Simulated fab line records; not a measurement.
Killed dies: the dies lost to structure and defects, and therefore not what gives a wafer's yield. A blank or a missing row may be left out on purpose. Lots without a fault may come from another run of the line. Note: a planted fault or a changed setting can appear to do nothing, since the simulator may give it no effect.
fab line records    flow nandHarc
record: lots: 4  wafers: 12  lastDay: 33
route steps=1302 shown A_CHANNEL_HOLE_D2@580 A_CHANNEL_FILL_D2@610 END@1301
lots that met no fault: taken from a fault-free run of the same line
startH: start of the lot's first displayed wafer, in hours after the record's first day    waitH: hours since the lot's step before    " repeats the value in the row above    L1.1+2: several wafers, shown together as one row    - no value, or no start was given    * or withheld: withheld    < > ~ a bound
route shown NAME@n: a module of which the file shows steps, and the number in the route of the first    usual: average and standard deviation across the fault-free wafers    same: alike in all rows    chamber/n: place in a boat    sites: per-site readings    _std_site: standard deviation across them    _edge_site: inner sites' mean taken away from outer sites' mean    radiusMm: for every site, how far away it sits from the centre of the wafer    mask NAME#n: copy n    behind: the tool/chamber that last shaped the wafer    hold: reason for holding the lot/hours on hold/outcome of the hold    device: whichever transistor did not switch (one of n, p or np)    end of line: the tests these same wafers got at the end of their route    for a step that has no rows: nothing shown but its recipe    killed: at the first sort, the dies lost to defects and structure; wafer yield is something else    map: the dies of a wafer, with x for killed, . for not killed, _ for no die there
set.NAME: the run value of the setting; set.NAME@STEP: its run value at that earlier step    model.NAME: the simulator's own value behind a step, which no gauge read
lots at selected steps of the route; one table per step, one row per wafer
services: a tool's chamber out of use, with start hour (startH, from the record's first day; less than 0 if before it), hours out, and reason
== steps ==
step: NHARC_A_CHANNEL_HOLE_D2_PEB_08
recipe: pebTempC: 100  pebTimeS: 65
step: NHARC_A_CHANNEL_HOLE_D2_DEVELOP_09
recipe: developTimeS: 35  devTempC: 23
step: NHARC_A_CHANNEL_HOLE_D2_DESCUM_15
recipe: timeS: 3  o2FlowSccm: 200  arFlowSccm: 0  biasPowerW: 0  chemistry: O2
step: NHARC_A_CHANNEL_HOLE_D2_ETCH_38
recipe: targetDepthA: 390  overEtchFrac: 0.3  timeS: 65  ionEnergyEv: 80  cf4FlowSccm: 150  arFlowSccm: 0  rfW: 300  biasW: 100  chemistry: CF4
step: NHARC_A_CHANNEL_HOLE_D2_ETCH_39
recipe: targetDepthA: 2600  overEtchFrac: 0.3  timeS: 325  ionEnergyEv: 200  n2FlowSccm: 150  h2FlowSccm: 150  arFlowSccm: 0  rfW: 400  biasW: 150  chemistry: N2/H2
step: NHARC_A_CHANNEL_HOLE_D2_ETCH_34
recipe: targetDepthA: 1540  timeS: 77  cf4FlowSccm: 100  chf3FlowSccm: 30  arFlowSccm: 0  rfW: 500  biasW: 200  chemistry: CF4/CHF3
step: NHARC_A_CHANNEL_HOLE_D2_ETCH_16
recipe: targetDepthA: 31000  overEtchFrac: 0.3  timeS: 806  ionEnergyEv: 150  o2FlowSccm: 400  cosFlowSccm: 20  arFlowSccm: 0  rfW: 500  biasW: 300  chemistry: O2/COS
step: NHARC_A_CHANNEL_HOLE_D2_ETCH_19
recipe: biasV: 1200  sourceW: 2500  pressureMtorr: 15  timeS: 34.5  arFlowSccm: 375  c4f8FlowSccm: 28.8  o2FlowSccm: 96.2  tempC: -20  targetDepthA: *  chemistry: C4F8/O2/Ar
step: NHARC_A_CHANNEL_HOLE_D2_ETCH_20
recipe: biasV: 3000  sourceW: withheld  pressureMtorr: 20  timeS: 361.9  arFlowSccm: 375  c4f8FlowSccm: 89.3  o2FlowSccm: 35.7  tempC: -20  targetDepthA: 16000  chemistry: C4F8/O2/Ar
usual: drypumpMotorCurrentA: 6.2/0.44  showerheadPlenumPTorr: 3.62/0.15  throttleValvePct: 32.156/0.0084
lot.wafer  tool        chamber  startH  waitH  drypumpMotorCurrentA  rfHoursCounterH  showerheadPlenumPTorr  throttleValvePct
L120.2     harEtch-01  1        344.65  0.1    5.7                   187              3.68                   32.160
L120.3     "           1        "       "      5.7                   -                3.68                   32.151
L120.6     "           0        "       "      6.1                   -                3.52                   32.145
L123.4     harEtch-01  1        395.71  0.2    5.7                   -                3.66                   32.151
L123.3     "           0        "       "      6.1                   -                3.50                   32.157
L123.5     "           0        "       "      6.1                   -                3.50                   32.158
L124.4     harEtch-01  1        399.86  0.2    5.7                   -                3.66                   32.156
L124.3     "           0        "       "      6.1                   -                3.50                   32.144
L124.5     "           0        "       "      6.1                   -                3.50                   32.153
L136.2     harEtch-02  1        514.14  0.1    5.9                   76               3.61                   32.157
L136.4     "           0        "       "      6.8                   -                3.89                   32.140
L136.6     "           0        "       "      6.8                   -                3.89                   32.158
step: NHARC_A_CHANNEL_HOLE_D2_ETCH_21
recipe: biasV: 3000  sourceW: withheld  pressureMtorr: 20  timeS: 514.3  arFlowSccm: 375  c4f8FlowSccm: 89.3  o2FlowSccm: 35.7  tempC: -20  targetDepthA: 16000  chemistry: C4F8/O2/Ar
step: NHARC_A_CHANNEL_HOLE_D2_ETCH_22
recipe: biasV: 3000  sourceW: withheld  pressureMtorr: 20  timeS: 666.7  arFlowSccm: 375  c4f8FlowSccm: 89.3  o2FlowSccm: 35.7  tempC: -20  targetDepthA: 16000  chemistry: C4F8/O2/Ar
step: NHARC_A_CHANNEL_HOLE_D2_ETCH_23
recipe: biasV: 5000  sourceW: withheld  pressureMtorr: 20  timeS: 819  arFlowSccm: 375  c4f8FlowSccm: 89.3  o2FlowSccm: 35.7  tempC: -20  targetDepthA: 16000  chemistry: C4F8/O2/Ar
step: NHARC_A_CHANNEL_HOLE_D2_ETCH_24
recipe: biasV: 5000  sourceW: withheld  pressureMtorr: 20  timeS: 906.2  arFlowSccm: 375  c4f8FlowSccm: 93.8  o2FlowSccm: 31.2  tempC: -20  targetDepthA: 15000  chemistry: C4F8/O2/Ar
step: NHARC_A_CHANNEL_HOLE_D2_ETCH_25
recipe: biasV: 5000  sourceW: withheld  pressureMtorr: 20  timeS: 1040.2  arFlowSccm: 375  c4f8FlowSccm: 93.8  o2FlowSccm: 31.2  tempC: -20  targetDepthA: 15000  chemistry: C4F8/O2/Ar
step: NHARC_A_CHANNEL_HOLE_D2_ETCH_26
recipe: biasV: 300  sourceW: 2000  pressureMtorr: 30  timeS: 224.1  arFlowSccm: 375  c4f8FlowSccm: 11.4  o2FlowSccm: 113.6  tempC: -20  targetDepthA: 3000  chemistry: C4F8/O2/Ar
step: NHARC_A_CHANNEL_HOLE_D2_ETCH_27
recipe: biasV: 400  sourceW: 2000  pressureMtorr: 25  timeS: 90  arFlowSccm: 375  c4f8FlowSccm: 41.7  o2FlowSccm: 83.3  tempC: -20  targetDepthA: 4000  chemistry: C4F8/O2/Ar
step: NHARC_A_CHANNEL_HOLE_D2_STRIP_41
recipe: n2FlowSccm: 150  h2FlowSccm: 150  arFlowSccm: 0  biasW: 0  chemistry: N2/H2
step: NHARC_A_CHANNEL_HOLE_D2_STRIP_42
recipe: cf4FlowSccm: 100  chf3FlowSccm: 30  arFlowSccm: 0  biasW: 0  chemistry: CF4/CHF3
step: NHARC_A_CHANNEL_HOLE_D2_STRIP_43
recipe: o2FlowSccm: 400  cosFlowSccm: 20  arFlowSccm: 0  biasW: 0  chemistry: O2/COS
step: NHARC_A_CHANNEL_HOLE_D2_ETCH_44
recipe: targetDepthA: 1400  overetchA: 140  timeS: 77  ionEnergyEv: 100  cf4FlowSccm: 80  o2FlowSccm: 20  arFlowSccm: 0  rfW: 300  biasW: 100  chemistry: CF4/O2
step: NHARC_A_CHANNEL_HOLE_D2_STRIP_28
recipe: o2FlowSccm: 500  arFlowSccm: 0  biasW: 0  chemistry: O2
step: NHARC_A_CHANNEL_HOLE_D2_PRECLEAN_29
recipe: timeS: *  tempC: 50  bathAgeMin: 0  chemistry: SC1
step: NHARC_A_CHANNEL_HOLE_D2_SRD_30
step: NHARC_A_CHANNEL_HOLE_D2_XSEM_32
recipe: landingEnergyEv: 35000
usual: botCdNm: 75.0/1.2  bowNm: 8.56/0.24  tiltDeg: 0.07/0.031
lot.wafer  tool     chamber  startH  waitH  botCdNm  bowNm  tiltDeg
L120.2     xsem-01  0        350.15  0.1    76.6     8.73   0.11
L120.3     "        0        "       "      75.0     8.68   0.11
L120.6     "        0        "       "      76.5     8.75   0.11
L123.3     xsem-01  0        401.24  0.1    75.4     23.48  0.08
L123.4     "        0        "       "      75.6     8.64   0.08
L123.5     "        0        "       "      75.6     23.72  0.08
L124.3     xsem-01  0        405.27  0.1    74.4     24.03  0.04
L124.4     "        0        "       "      72.8     8.66   0.04
L124.5     "        0        "       "      73.5     24.11  0.04
L136.2     xsem-01  0        519.66  0.1    75.4     8.36   0.05
L136.4     "        0        "       "      75.9     8.37   0.05
L136.6     "        0        "       "      76.3     8.41   0.05
step: NHARC_A_CHANNEL_FILL_D2_PRECLEAN_00
recipe: timeS: *  tempC: 50  bathAgeMin: 0  chemistry: SC1
step: NHARC_A_CHANNEL_FILL_D2_SRD_01
step: NHARC_A_CHANNEL_FILL_D2_ALD_02
recipe: targetThkA: 60  pulseTimeS: 10  aldCycles: 60  tempC: 300  material: SiO2
step: NHARC_A_CHANNEL_FILL_D2_ALD_03
recipe: targetThkA: 60  pulseTimeS: 60  aldCycles: 58  tempC: 630  pressureTorr: 2  material: SiNx
step: NHARC_A_CHANNEL_FILL_D2_ALD_14
recipe: targetThkA: 25  pulseTimeS: 10  aldCycles: 25  tempC: 300  material: SiO2
step: NHARC_A_CHANNEL_FILL_D2_ALD_15
recipe: targetThkA: 20  pulseTimeS: 60  aldCycles: 19  tempC: 630  pressureTorr: 2  material: SiNx
step: NHARC_A_CHANNEL_FILL_D2_ALD_16
recipe: targetThkA: 15  pulseTimeS: 10  aldCycles: 15  tempC: 300  material: SiO2
step: NHARC_A_CHANNEL_FILL_D2_ANNEAL_17
recipe: tempC: 850  timeS: 1800
step: NHARC_A_CHANNEL_FILL_D2_CVD_18
recipe: targetThkA: 30  tempC: 550  material: poly-Si
step: NHARC_A_CHANNEL_FILL_D2_ETCHBACK_19
recipe: targetDepthA: 50  timeS: 1.7  hbrFlowSccm: 150  cl2FlowSccm: 50  rfW: 400  icpW: 400  biasW: 100  chemistry: HBr/Cl2
step: NHARC_A_CHANNEL_FILL_D2_ETCHBACK_20
recipe: targetDepthA: 270  timeS: 13.5  c4f8FlowSccm: withheld  o2FlowSccm: 8  arFlowSccm: withheld  rfW: 600  biasW: 1500  chemistry: C4F8/O2/Ar
step: NHARC_A_CHANNEL_FILL_D2_STRIP_28
recipe: timeS: 20  o2FlowSccm: 500  arFlowSccm: 0  biasW: 0  chemistry: O2
step: NHARC_END_WLT_00
usual: VT_DECK1_BOTTOM: 0.868/0.0072  VT_DECK1_BOTTOM_INNER: 0.868/0.0079  VT_DECK1_MEDIAN_NEAR_BOTTOM: 0.869/0.008  VT_DECK1_MEDIAN_NEAR_BOTTOM_INNER: 0.868/0.0077  VT_DECK1_MIDDLE: 0.881/0.0078  VT_DECK1_MIDDLE_INNER: 0.881/0.0077  VT_DECK1_TOP: 0.892/0.0079  VT_DECK1_TOP_INNER: 0.892/0.0077  VT_DECK2_BOTTOM: 0.868/0.0074  VT_DECK2_BOTTOM_INNER: 0.868/0.0075  VT_DECK2_MEDIAN_NEAR_BOTTOM: 0.869/0.0075  VT_DECK2_MEDIAN_NEAR_BOTTOM_INNER: 0.869/0.0076  VT_DECK2_MIDDLE: 0.881/0.0069  VT_DECK2_MIDDLE_INNER: 0.881/0.0068  VT_DECK2_TOP: 0.892/0.0069  VT_DECK2_TOP_INNER: 0.893/0.0077
lot.wafer  tool       chamber  startH  waitH  VT_DECK1_BOTTOM  VT_DECK1_BOTTOM_INNER  VT_DECK1_MEDIAN_NEAR_BOTTOM  VT_DECK1_MEDIAN_NEAR_BOTTOM_INNER  VT_DECK1_MIDDLE  VT_DECK1_MIDDLE_INNER  VT_DECK1_TOP  VT_DECK1_TOP_INNER  VT_DECK2_BOTTOM  VT_DECK2_BOTTOM_INNER  VT_DECK2_MEDIAN_NEAR_BOTTOM  VT_DECK2_MEDIAN_NEAR_BOTTOM_INNER  VT_DECK2_MIDDLE  VT_DECK2_MIDDLE_INNER  VT_DECK2_TOP  VT_DECK2_TOP_INNER
L120.2     prober-01  -        599.95  0.5    0.880            0.876                  0.874                        0.878                              0.885            0.892                  0.899         0.895               0.860            0.866                  0.870                        0.866                              0.884            0.879                  0.895         0.889
L120.3     "          -        "       "      0.880            0.872                  0.882                        0.876                              0.889            0.879                  0.903         0.899               0.871            0.864                  0.873                        0.859                              0.871            0.877                  0.895         0.893
L120.6     "          -        601.96  2.6    0.873            0.875                  0.879                        0.871                              0.892            0.879                  0.907         0.897               0.867            0.870                  0.867                        0.865                              0.874            0.881                  0.899         0.893
L123.3     prober-01  -        661.62  1.1    0.879            0.875                  0.867                        0.865                              0.892            0.884                  0.899         0.894               0.879            0.875                  0.914                        0.913                              0.887            0.889                  0.899         0.894
L123.4     "          -        "       "      0.868            0.869                  0.870                        0.875                              0.879            0.885                  0.897         0.895               0.872            0.876                  0.877                        0.880                              0.881            0.886                  0.894         0.891
L123.5     "          -        "       "      0.872            0.870                  0.871                        0.870                              0.883            0.885                  0.898         0.893               0.880            0.870                  0.912                        0.909                              0.894            0.881                  0.890         0.899
L124.3     prober-01  -        669.49  8.9    0.879            0.870                  0.877                        0.872                              0.884            0.879                  0.896         0.889               0.854            0.855                  0.890                        0.897                              0.872            0.870                  0.878         0.883
L124.4     "          -        "       "      0.864            0.862                  0.871                        0.868                              0.887            0.891                  0.899         0.893               0.843            0.847                  0.858                        0.853                              0.869            0.865                  0.876         0.883
L124.5     "          -        "       "      0.873            0.875                  0.873                        0.877                              0.880            0.880                  0.895         0.903               0.857            0.863                  0.891                        0.897                              0.866            0.869                  0.884         0.882
L136.2     prober-01  -        788.95  8.3    0.865            0.864                  0.864                        0.861                              0.878            0.878                  0.884         0.881               0.864            0.871                  0.869                        0.866                              0.886            0.882                  0.894         0.897
L136.4     "          -        789.96  9.3    0.863            0.865                  0.865                        0.863                              0.880            0.868                  0.891         0.879               0.869            0.877                  0.873                        0.875                              0.885            0.883                  0.888         0.898
L136.6     "          -        790.97  10.3   0.865            0.870                  0.868                        0.864                              0.878            0.882                  0.888         0.888               0.873            0.873                  0.871                        0.861                              0.885            0.887                  0.896         0.902
step: NHARC_END_SORT_01
recipe: tempC: 25
usual: killedAtArray: 53/21  killedAtOther: 1.0/1.3  killedAtPeriphery: 3.8/2.4  killedDies: 58/21  killedOpen: 3.4/1.9  killedShort: 2.4/1.5
same: grossDies: 677
lot.wafer  tool       chamber  startH  waitH  killedAtArray  killedAtOther  killedAtPeriphery  killedDies  killedOpen  killedShort
L136.2     prober-01  0        792.29  2.8    22             1              6                  29          2           1
L136.4     prober-01  0        793.92  3.5    24             0              8                  32          2           4
L136.6     prober-01  0        795.55  4.1    32             0              3                  35          4           5
killed by level:class
L136.2 A_SLIT:chamberFilmFlake=8 A_CHANNEL_HOLE_D1:unspecified=6 A_CONTACT:chamberFilmFlake=4 P_CONTACT:chamberFilmFlake=2 P_BONDPAD:geometricParticle:open=1 A_CHANNEL_FILL_D1:geometricParticle:open=1 A_WL_FILL:geometricParticle:short=1 P_ZERO_WELL:chamberFilmFlake=1
L136.4 A_SLIT:chamberFilmFlake=8 A_CHANNEL_HOLE_D2:chamberFilmFlake=4 A_CHANNEL_FILL_D1:chamberFilmFlake=3 P_M0:chamberFilmFlake=2 A_CHANNEL_HOLE_D1:unspecified=2 P_CONTACT:geometricParticle:short=1 P_M0:geometricParticle:open=1 A_ONON_D1:geometricParticle:short=1
L136.6 A_SLIT:chamberFilmFlake=9 A_CONTACT:chamberFilmFlake=5 A_CHANNEL_FILL_D2:geometricParticle:short=2 A_CHANNEL_FILL_D2:geometricParticle:open=2 P_ZERO_WELL:chamberFilmFlake=2 A_CHANNEL_HOLE_D1:chamberFilmFlake=2 A_CHANNEL_FILL_D1:chamberFilmFlake=2 A_CHANNEL_HOLE_D2:chamberFilmFlake=2
== services ==
tool        chamber  startH  hours  kind
harEtch-02  1        326.58  -      consumableReplace:esc
harEtch-02  1        326.58  17.0   scheduledDown
harEtch-02  1        326.58  17.0   ventCycle
xsem-01     -        374.00  14.0   pm
harEtch-02  -        378.82  17.0   pm
harEtch-02  0        378.82  17.0   ventCycle
harEtch-02  1        378.82  17.0   ventCycle
harEtch-02  0        395.82  -      clean
harEtch-02  0        395.82  -      consumableReplace:esc
harEtch-02  0        395.82  -      consumableReplace:focusRing
harEtch-02  0        395.82  -      consumableReplace:showerhead
harEtch-02  1        395.82  -      clean
== key ==
firstSign: step: NHARC_A_CHANNEL_HOLE_D2_XSEM_32  reading: bowNm  direction: up  sigmas: 63  usual: 8.56  struck: 23.84
effect: step: NHARC_END_WLT_00  reading: VT_DECK2_MEDIAN_NEAR_BOTTOM_INNER  direction: up  sigmas: 4.6  usual: 0.869  struck: 0.904
metAt NHARC_A_CHANNEL_HOLE_D2_ETCH_20
struckWafers L123.3,L123.5,L124.3,L124.5
testerLeftOut L123,L124
onsetBetween 344.65 395.71
fault: kind: processParameterDrift  tool: harEtch-01  chamber: 0  onsetH: 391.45  steps: NHARC_A_CHANNEL_HOLE_D2_ETCH_20  channel: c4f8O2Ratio  offset: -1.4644  shape: step  endH: 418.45  actsIn: theseRecipesOnly  stated: 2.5
testerLeftOut: of these lots the tester's yield and bins aren't shown, on N5 and GAA mostly nor the transistor test; their killed dies are dies lost to structure and defects alone, not to doping, threshold or leakage, so they don't give the yield
